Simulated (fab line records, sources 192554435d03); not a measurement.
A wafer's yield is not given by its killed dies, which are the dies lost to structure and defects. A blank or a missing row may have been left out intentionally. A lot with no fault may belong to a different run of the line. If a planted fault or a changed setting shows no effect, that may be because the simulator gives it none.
Split-lot trial :: flow n5_finfet :: 39 wafers read from 7 lots, route of 1938 steps

== THE SPLIT ITSELF ==
At N5_WELL_APT_IMPLANT_15, the setting energy_kev was moved away from the recipe's 25 on 18 of the 39 wafers read, by -9.9% to +13.9%. All remaining wafers had this setting at the recipe value.

The split's own step is where the reading is taken.

== THE READING ==
The simulator's own value implant.drp_nm, read by no gauge, in nm at N5_WELL_APT_IMPLANT_15. There is no usual value for it anywhere in the file.

wafer: L074.1
tool, chamber at the split: implanter-02, 0
energy_kev as run: 25
against the recipe: recipe
implant.drp_nm, nm: 8.457
against lot-mates on the recipe: -

wafer: L074.2
tool, chamber at the split: implanter-02, 0
energy_kev as run: 25
against the recipe: recipe
implant.drp_nm, nm: 8.457
against lot-mates on the recipe: -

wafer: L074.3
tool, chamber at the split: implanter-02, 0
energy_kev as run: 25
against the recipe: recipe
implant.drp_nm, nm: 8.457
against lot-mates on the recipe: -

wafer: L081.1
tool, chamber at the split: implanter-02, 0
energy_kev as run: 25
against the recipe: recipe
implant.drp_nm, nm: 8.457
against lot-mates on the recipe: -

wafer: L081.4
tool, chamber at the split: implanter-02, 0
energy_kev as run: 25
against the recipe: recipe
implant.drp_nm, nm: 8.457
against lot-mates on the recipe: -

wafer: L081.5
tool, chamber at the split: implanter-02, 0
energy_kev as run: 25
against the recipe: recipe
implant.drp_nm, nm: 8.457
against lot-mates on the recipe: -

wafer: L081.2
tool, chamber at the split: implanter-02, 0
energy_kev as run: 22.62
against the recipe: -9.5%
implant.drp_nm, nm: 7.882
against lot-mates on the recipe: -0.575

wafer: L081.3
tool, chamber at the split: implanter-02, 0
energy_kev as run: 22.62
against the recipe: -9.5%
implant.drp_nm, nm: 7.882
against lot-mates on the recipe: -0.575

wafer: L081.6
tool, chamber at the split: implanter-02, 0
energy_kev as run: 22.62
against the recipe: -9.5%
implant.drp_nm, nm: 7.882
against lot-mates on the recipe: -0.575

wafer: L084.1
tool, chamber at the split: implanter-02, 0
energy_kev as run: 22.53
against the recipe: -9.9%
implant.drp_nm, nm: 7.86
against lot-mates on the recipe: -0.597

wafer: L084.2
tool, chamber at the split: implanter-02, 0
energy_kev as run: 22.53
against the recipe: -9.9%
implant.drp_nm, nm: 7.86
against lot-mates on the recipe: -0.597

wafer: L084.4
tool, chamber at the split: implanter-02, 0
energy_kev as run: 22.53
against the recipe: -9.9%
implant.drp_nm, nm: 7.86
against lot-mates on the recipe: -0.597

wafer: L084.3
tool, chamber at the split: implanter-02, 0
energy_kev as run: 25
against the recipe: recipe
implant.drp_nm, nm: 8.457
against lot-mates on the recipe: -

wafer: L084.5
tool, chamber at the split: implanter-02, 0
energy_kev as run: 25
against the recipe: recipe
implant.drp_nm, nm: 8.457
against lot-mates on the recipe: -

wafer: L084.6
tool, chamber at the split: implanter-02, 0
energy_kev as run: 25
against the recipe: recipe
implant.drp_nm, nm: 8.457
against lot-mates on the recipe: -

wafer: L089.1
tool, chamber at the split: implanter-02, 0
energy_kev as run: 25
against the recipe: recipe
implant.drp_nm, nm: 8.457
against lot-mates on the recipe: -

wafer: L089.3
tool, chamber at the split: implanter-02, 0
energy_kev as run: 25
against the recipe: recipe
implant.drp_nm, nm: 8.457
against lot-mates on the recipe: -

wafer: L089.4
tool, chamber at the split: implanter-02, 0
energy_kev as run: 25
against the recipe: recipe
implant.drp_nm, nm: 8.457
against lot-mates on the recipe: -

wafer: L089.2
tool, chamber at the split: implanter-02, 0
energy_kev as run: 27.69
against the recipe: +10.8%
implant.drp_nm, nm: 9.098
against lot-mates on the recipe: +0.641

wafer: L089.5
tool, chamber at the split: implanter-02, 0
energy_kev as run: 27.69
against the recipe: +10.8%
implant.drp_nm, nm: 9.098
against lot-mates on the recipe: +0.641

wafer: L089.6
tool, chamber at the split: implanter-02, 0
energy_kev as run: 27.69
against the recipe: +10.8%
implant.drp_nm, nm: 9.098
against lot-mates on the recipe: +0.641

wafer: L092.1
tool, chamber at the split: implanter-02, 0
energy_kev as run: 25
against the recipe: recipe
implant.drp_nm, nm: 8.457
against lot-mates on the recipe: -

wafer: L092.3
tool, chamber at the split: implanter-02, 0
energy_kev as run: 25
against the recipe: recipe
implant.drp_nm, nm: 8.457
against lot-mates on the recipe: -

wafer: L092.5
tool, chamber at the split: implanter-02, 0
energy_kev as run: 25
against the recipe: recipe
implant.drp_nm, nm: 8.457
against lot-mates on the recipe: -

wafer: L092.2
tool, chamber at the split: implanter-02, 0
energy_kev as run: 28.48
against the recipe: +13.9%
implant.drp_nm, nm: 9.284
against lot-mates on the recipe: +0.827

wafer: L092.4
tool, chamber at the split: implanter-02, 0
energy_kev as run: 28.48
against the recipe: +13.9%
implant.drp_nm, nm: 9.284
against lot-mates on the recipe: +0.827

wafer: L092.6
tool, chamber at the split: implanter-02, 0
energy_kev as run: 28.48
against the recipe: +13.9%
implant.drp_nm, nm: 9.284
against lot-mates on the recipe: +0.827

wafer: L093.1
tool, chamber at the split: implanter-01, 0
energy_kev as run: 28.15
against the recipe: +12.6%
implant.drp_nm, nm: 9.206
against lot-mates on the recipe: +0.749

wafer: L093.2
tool, chamber at the split: implanter-01, 0
energy_kev as run: 28.15
against the recipe: +12.6%
implant.drp_nm, nm: 9.206
against lot-mates on the recipe: +0.749

wafer: L093.3
tool, chamber at the split: implanter-01, 0
energy_kev as run: 28.15
against the recipe: +12.6%
implant.drp_nm, nm: 9.206
against lot-mates on the recipe: +0.749

wafer: L093.4
tool, chamber at the split: implanter-01, 0
energy_kev as run: 25
against the recipe: recipe
implant.drp_nm, nm: 8.457
against lot-mates on the recipe: -

wafer: L093.5
tool, chamber at the split: implanter-01, 0
energy_kev as run: 25
against the recipe: recipe
implant.drp_nm, nm: 8.457
against lot-mates on the recipe: -

wafer: L093.6
tool, chamber at the split: implanter-01, 0
energy_kev as run: 25
against the recipe: recipe
implant.drp_nm, nm: 8.457
against lot-mates on the recipe: -

wafer: L095.1
tool, chamber at the split: implanter-01, 0
energy_kev as run: 27.52
against the recipe: +10.1%
implant.drp_nm, nm: 9.057
against lot-mates on the recipe: +0.600

wafer: L095.2
tool, chamber at the split: implanter-01, 0
energy_kev as run: 27.52
against the recipe: +10.1%
implant.drp_nm, nm: 9.057
against lot-mates on the recipe: +0.600

wafer: L095.5
tool, chamber at the split: implanter-01, 0
energy_kev as run: 27.52
against the recipe: +10.1%
implant.drp_nm, nm: 9.057
against lot-mates on the recipe: +0.600

wafer: L095.3
tool, chamber at the split: implanter-01, 0
energy_kev as run: 25
against the recipe: recipe
implant.drp_nm, nm: 8.457
against lot-mates on the recipe: -

wafer: L095.4
tool, chamber at the split: implanter-01, 0
energy_kev as run: 25
against the recipe: recipe
implant.drp_nm, nm: 8.457
against lot-mates on the recipe: -

wafer: L095.6
tool, chamber at the split: implanter-01, 0
energy_kev as run: 25
against the recipe: recipe
implant.drp_nm, nm: 8.457
against lot-mates on the recipe: -

FIT RESULTS
A straight line over all 39 wafers: implant.drp_nm changes by +0.0598 nm for each +1% of energy_kev; r = +1.00; the points scatter about the line by 0.0025 nm.
The same after taking each lot's own level away (the mean of its wafers on the recipe; 39 wafers): +0.0598 nm for each +1%; r = +1.00; scatter 0.0025 nm.
On that fit, the largest move of energy_kev shifts the reading by 0.83 nm.
The lots' own levels span 8.4570 to 8.4570 nm.
Hence the lot-to-lot level has little effect on the slope; both slopes agree.
Check: for one of the wafers moved furthest among these (+13.9%), held out of the fit, the line's prediction against its lot-mates is +0.83 nm. It came out at +0.827 nm against them.

== THE WHOLE CHAIN: every reading that the file lists as answering this split, in the file's order ==
step: N5_WELL_APT_IMPLANT_15
what it does: 
reading: implant.rp_nm (the simulator's own value, which no gauge read)
change (the file's fit): +0.138 nm for each +1% of the setting
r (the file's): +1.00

step: N5_WELL_APT_IMPLANT_15
what it does: 
reading: implant.drp_nm (the simulator's own value, which no gauge read)
change (the file's fit): +0.0597 nm for each +1% of the setting
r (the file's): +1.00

== THE FILE'S OWN FIT ==
implant.drp_nm changes by +0.0597 nm for each +1% of energy_kev, r = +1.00.
